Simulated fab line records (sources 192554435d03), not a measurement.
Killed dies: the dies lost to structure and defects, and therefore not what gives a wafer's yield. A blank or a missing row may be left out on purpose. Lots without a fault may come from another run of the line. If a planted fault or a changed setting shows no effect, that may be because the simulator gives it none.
Split-lot experiment ; flow n5_finfet ; 39 wafers read across 7 lots, on a route 1938 steps long

## THE SPLIT ITSELF
At N5_BEOL_M1_ILD_DEP_00 (deposits SiOC from DEMS/O2, target thk 79 nm, time 15.3 s), the setting target_thk_a was moved away from the recipe's 790 angstrom on 12 of the 39 wafers read, by -52.0% to +35.3%. The other wafers ran this setting at the recipe's value.

Split to reading: the file shows no intervening step.

## THE READING
M1_ILD_THK at N5_BEOL_M1_THK_MEAS_01, in nm. Fault-free wafers of this fab line usually give 79.7 nm, standard deviation 1.1 nm.

wafer;tool, chamber at the split;target_thk_a as run, angstrom;against the recipe;M1_ILD_THK, nm;against lot-mates on the recipe
L074.1;pecvd-02, 2;790;recipe;78.9;-
L074.2;pecvd-02, 0;790;recipe;79.2;-
L074.3;pecvd-02, 1;936.6;+18.6%;92.3;+13.0
L074.4;pecvd-02, 2;936.6;+18.6%;95.1;+15.8
L074.5;pecvd-02, 0;936.6;+18.6%;94.1;+14.8
L074.6;pecvd-02, 1;790;recipe;79.7;-
L076.1;pecvd-02, 2;790;recipe;77.9;-
L076.2;pecvd-02, 0,1;790;recipe;78.0;-
L076.3;pecvd-02, 0,1;790;recipe;78.0;-
L076.4;pecvd-02, 2;790;recipe;80.3;-
L076.5;pecvd-02, 1;790;recipe;79.5;-
L076.6;pecvd-02, 0;790;recipe;80.2;-
L080.1;pecvd-03, 2,0,1;790;recipe;79.1;-
L080.2;pecvd-03, 1;790;recipe;78.2;-
L080.3;pecvd-03, 2,0,1;790;recipe;79.0;-
L080.4;pecvd-03, 2;790;recipe;80.0;-
L080.5;pecvd-03, 2,0,1;790;recipe;79.0;-
L080.6;pecvd-03, 0;790;recipe;80.4;-
L081.1;pecvd-02, 0,1;790;recipe;79.0;-
L081.4;pecvd-02, 2;790;recipe;79.9;-
L081.5;pecvd-02, 0,1;790;recipe;79.0;-
L084.1;pecvd-02, 1;379.1;-52.0%;36.6;-42.6
L084.2;pecvd-02, 0,2;379.1;-52.0%;38.2;-41.0
L084.3;pecvd-02, 2,1;790;recipe;78.7;-
L084.4;pecvd-02, 2,1;790;recipe;78.8;-
L084.5;pecvd-02, 0,2;379.1;-52.0%;38.1;-41.1
L084.6;pecvd-02, 0;790;recipe;80.1;-
L087.1;pecvd-01, 1,0;450.8;-42.9%;47.1;-33.3
L087.2;pecvd-01, 2;450.8;-42.9%;46.0;-34.4
L087.3;pecvd-01, 0,2;790;recipe;80.4;-
L087.4;pecvd-01, 1,0;450.8;-42.9%;47.0;-33.4
L087.5;pecvd-01, 0,2;790;recipe;80.5;-
L087.6;pecvd-01, 1;790;recipe;80.3;-
L097.1;pecvd-03, 1;790;recipe;78.3;-
L097.2;pecvd-03, 2;1069;+35.3%;107.8;+28.3
L097.3;pecvd-03, 0;790;recipe;80.3;-
L097.4;pecvd-03, 2;790;recipe;79.9;-
L097.5;pecvd-03, 0;1069;+35.3%;109.3;+29.8
L097.6;pecvd-03, 1;1069;+35.3%;108.6;+29.1
Where a row lists several chambers, the file gives one row for several wafers and doesn't say which wafer went through which chamber.

THE FIT
A straight line over all 39 wafers: M1_ILD_THK changes by +0.795 nm for each +1% of target_thk_a; r = +1.00; the points scatter about the line by 0.99 nm.
The same after taking each lot's own level away (the mean of its wafers on the recipe; 39 wafers): +0.8 nm for each +1%; r = +1.00; scatter 0.82 nm.
The reading moves by 42 nm for the largest change in target_thk_a, on that fit.
The lots' own levels span 78.98 to 80.40 nm, that is 1.3 times the standard deviation above.
Consequently the slope shifts little with the lot-to-lot level, the two slopes agreeing.
Check: with one of the wafers moved furthest among these (-52.0%) left out of the fit, the line predicts -41.3 nm for it against its lot-mates. Against them it came out at -42.6 nm.

## ADDITIONAL SPLITS CARRIED BY THESE WAFERS
Before the reading, these wafers also passed through other splits. Each is held against what the fit with the lots' levels taken away leaves over:
other split on the same wafers;wafers away from the commonest value;r with M1_ILD_THK (lot level and that fit taken away)
N5_FIN_SAQP_SPACER1_ALD_24 ald_cycles;18;+0.05
N5_STI_FIN_REVEAL_ALD_00 target_thk_a;12;+0.01
N5_GATE_CUT_ETCH_58 target_depth_a;15;+0.18
N5_MOL_CONTACT_COAG_ETCHBACK_135 target_depth_a;15;-0.04

## THE WHOLE CHAIN: every reading that the file lists as answering this split, in the file's order
step;what it does;reading;change (the file's fit);r (the file's)
N5_BEOL_M1_ILD_DEP_00;deposits SiOC from DEMS/O2, target thk 79 nm, time 15.3 s;SiOC_of_BEOL_M1_ILD_DEP_00.thk_nm (the simulator's own value, which no gauge read);+0.799 nm for each +1% of the setting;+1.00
N5_BEOL_M1_THK_MEAS_01;;M1_ILD_THK;+0.799 for each +1% of the setting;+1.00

## THE FILE'S OWN FIT
M1_ILD_THK changes by +0.799 nm for each +1% of target_thk_a, r = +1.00.
